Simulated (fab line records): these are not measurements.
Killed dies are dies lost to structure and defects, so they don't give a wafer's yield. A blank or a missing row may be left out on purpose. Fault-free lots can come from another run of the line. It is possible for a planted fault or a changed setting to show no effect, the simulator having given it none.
Matching of chambers / flow nand-harc / NHARC_A_DECK1_JOINT_CMP_02 on cmp-02 has 4 sister chambers
The step polishes SiOx. 4 wafers are shown with their chamber, then 12 later ones without.

== WAFERS, EACH WITH ITS CHAMBER ==
wafer=L085.3; chamber=0; motor-current-A (A)=9.6
wafer=L085.5; chamber=3; motor-current-A (A)=12.6
wafer=L086.2; chamber=2; motor-current-A (A)=12.3
wafer=L086.5; chamber=1; motor-current-A (A)=12.2

== WAFERS WITHOUT THEIR CHAMBER ==
wafer=L086.1; motor-current-A (A)=12.6
wafer=L086.3; motor-current-A (A)=9.4
wafer=L086.6; motor-current-A (A)=13.0
wafer=L088.4; motor-current-A (A)=12.2
wafer=L088.5; motor-current-A (A)=11.5
wafer=L088.6; motor-current-A (A)=12.6
wafer=L090.2; motor-current-A (A)=9.0
wafer=L090.4; motor-current-A (A)=12.6
wafer=L090.5; motor-current-A (A)=12.6
wafer=L092.3; motor-current-A (A)=9.0
wafer=L092.5; motor-current-A (A)=13.5
wafer=L092.6; motor-current-A (A)=12.2

== WHICH CHAMBER EACH ONE RAN IN ==
wafer=L086.1; from the rows above=can't be placed: 3 or 2 or 1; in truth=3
wafer=L086.3; from the rows above=0; in truth=0
wafer=L086.6; from the rows above=can't be placed: 3 or 2 or 1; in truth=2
wafer=L088.4; from the rows above=can't be placed: 1 or 2 or 3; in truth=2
wafer=L088.5; from the rows above=can't be placed: 1 or 2 or 3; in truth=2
wafer=L088.6; from the rows above=can't be placed: 3 or 2 or 1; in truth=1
wafer=L090.2; from the rows above=0; in truth=0
wafer=L090.4; from the rows above=can't be placed: 3 or 2 or 1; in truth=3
wafer=L090.5; from the rows above=can't be placed: 3 or 2 or 1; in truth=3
wafer=L092.3; from the rows above=0; in truth=0
wafer=L092.5; from the rows above=can't be placed: 3 or 2 or 1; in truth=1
wafer=L092.6; from the rows above=can't be placed: 1 or 2 or 3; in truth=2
Correct placement for 3 of the 12. These rows do not allow placing 9 (true chamber among the candidates in 9). 0 placed wrongly.
How it was worked out, from the rows above alone: a wafer's distance from a chamber is the root of the sum, over the readings, of the square of ((its reading less the chamber's mean) divided by the reading's scatter). If the next closest chamber is less than 2 further off than the closest, the wafer can't be placed; otherwise it belongs to the closest. The mean given for a chamber averages the wafers shown for that chamber. The scatter: root of mean squared gap, hidden wafer to nearest shown wafer, with one shown wafer a chamber.
